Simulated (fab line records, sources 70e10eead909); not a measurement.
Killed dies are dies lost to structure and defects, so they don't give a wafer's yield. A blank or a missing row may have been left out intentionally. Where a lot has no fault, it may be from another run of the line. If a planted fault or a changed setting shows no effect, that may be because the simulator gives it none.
Struck lot and sound lot, side by side + flow nandHarc + 14 steps out of a route of 1302
Sound: these wafers, L374.2, L374.4, L374.6. Wafers struck: L376.3, L376.5, L376.6. Last of all comes the cause.
For every step that has rows: the tool of each side, followed by ch and its chambers, followed by its first start. Under that, the readings that differ: sound wafers + struck wafers + difference of the means + sigmas: that difference in standard deviations of wafers without a fault.
alike: same words and numbers on both sides, and readings whose means sit less than 2 such deviations apart. not compared: any withheld reading, any reading some wafer has no value for, any bound like >300 that may hide the same value, and any number with overlapping values for which the record gives no deviation.
The two part at a step that has a row with sigmas, a row that says differs or no value, or rows on one side only. Numbers that have no deviation but don't overlap get no sigmas and don't part them. Lack of a reading on every wafer of one side parts them only where that side has two or more wafers.

first, 1 step without rows for these wafers: NHARC_A_STAIRCASE_TRIM_14 (chemistry O2, time 211.2 s).
NHARC_A_STAIRCASE_ETCH_15: etches the open film in C4F8/O2, target depth 100 nm, time 40.5 s.
  sound on rieDiel-07 ch 0,3; struck on rieDiel-07 ch 2,3
  alike: biasW, chamberPressureMTorr, oesProductAu, rfVppV
  not compared: rfHoursCounterH
NHARC_A_STAIRCASE_TRIM_16: chemistry O2, time 211.2 s.
  sound on rieDiel-07 ch 1,2,3; struck on rieDiel-07 ch 0,1,2
  alike: drypumpMotorCurrentA, oesProductAu, rfVppV, showerheadPlenumPTorr, throttleValvePct
  not compared: rfHoursCounterH
then, 1 step without rows for these wafers: NHARC_A_STAIRCASE_ETCH_17 (etches the open film in C4F8/O2, target depth 100 nm, time 40.5 s).
NHARC_A_STAIRCASE_TRIM_18: chemistry O2, time 211.2 s.
  sound on rieDiel-07 ch 0,2,3; struck on rieDiel-07 ch 2,3
  alike: drypumpMotorCurrentA, oesProductAu, rfVppV, showerheadPlenumPTorr, throttleValvePct
  not compared: rfHoursCounterH
then, 2 steps without rows for these wafers: NHARC_A_STAIRCASE_ETCH_19 (etches the open film in C4F8/O2, target depth 100 nm, time 40.5 s); NHARC_A_STAIRCASE_TRIM_20 (chemistry O2, time 211.2 s).
NHARC_A_STAIRCASE_ETCH_21: etches the open film in C4F8/O2, target depth 100 nm, time 40.5 s.
  sound on rieDiel-04 ch 0,1,3; struck on rieDiel-07 ch 0,2,3
  alike: biasW, chamberPressureMTorr, oesProductAu, rfVppV
  not compared: rfHoursCounterH
then, 3 steps without rows for these wafers: NHARC_A_STAIRCASE_TRIM_22 (chemistry O2, time 211.2 s); NHARC_A_STAIRCASE_ETCH_23 (etches the open film in C4F8/O2, target depth 100 nm, time 40.5 s); NHARC_A_STAIRCASE_TRIM_24 (chemistry O2, time 211.2 s).
NHARC_A_STAIRCASE_ETCH_25: etches the open film in C4F8/O2, target depth 100 nm, time 40.5 s.
  sound on rieDiel-04 ch 0,3, day 18 00:44; struck on rieDiel-07 ch 1,2, day 18 14:17
  no value came back on the struck wafers for biasW (W), chamberPressureMTorr (mTorr), oesProductAu (a.u.), rfVppV (V); on the sound wafers biasW (W) reads 996.4 997.8 1005.0
  not compared: rfHoursCounterH
NHARC_A_STAIRCASE_TRIM_26: chemistry O2, time 211.2 s.
  sound on rieDiel-04 ch 0,1; struck on rieDiel-07 ch 0,2,3
| reading                  | sound       | struck      | difference | sigmas |
|--------------------------|-------------|-------------|------------|--------|
| drypumpMotorCurrentA (A) | 4.8 5.8 4.8 | 5.8 6.0 5.6 | +0.7       | +2     |
  alike: oesProductAu, rfVppV, showerheadPlenumPTorr, throttleValvePct
  not compared: rfHoursCounterH
-- jump in the record: it breaks off in module A_STAIRCASE and resumes in module END (first step shown: number 1302 of the route), and 8 days separate the struck wafers' starts before and after --
NHARC_END_SORT_01:
  sound on prober-02 ch 0, day 26 10:48; struck on prober-02 ch 0, day 27 00:45
| reading       | sound    | struck      | difference | sigmas |
|---------------|----------|-------------|------------|--------|
| killedAtArray | 63 65 54 | 670 677 674 | +613       | +29    |
| killedDies    | 65 67 59 | 677 677 677 | +613       | +31    |
  alike: killedAtOther, killedAtPeriphery, killedOpen, killedShort

WHERE THEY PART
Last at NHARC_END_SORT_01 as far as this record goes, first at NHARC_A_STAIRCASE_ETCH_25.

WHY: what the simulator had put in
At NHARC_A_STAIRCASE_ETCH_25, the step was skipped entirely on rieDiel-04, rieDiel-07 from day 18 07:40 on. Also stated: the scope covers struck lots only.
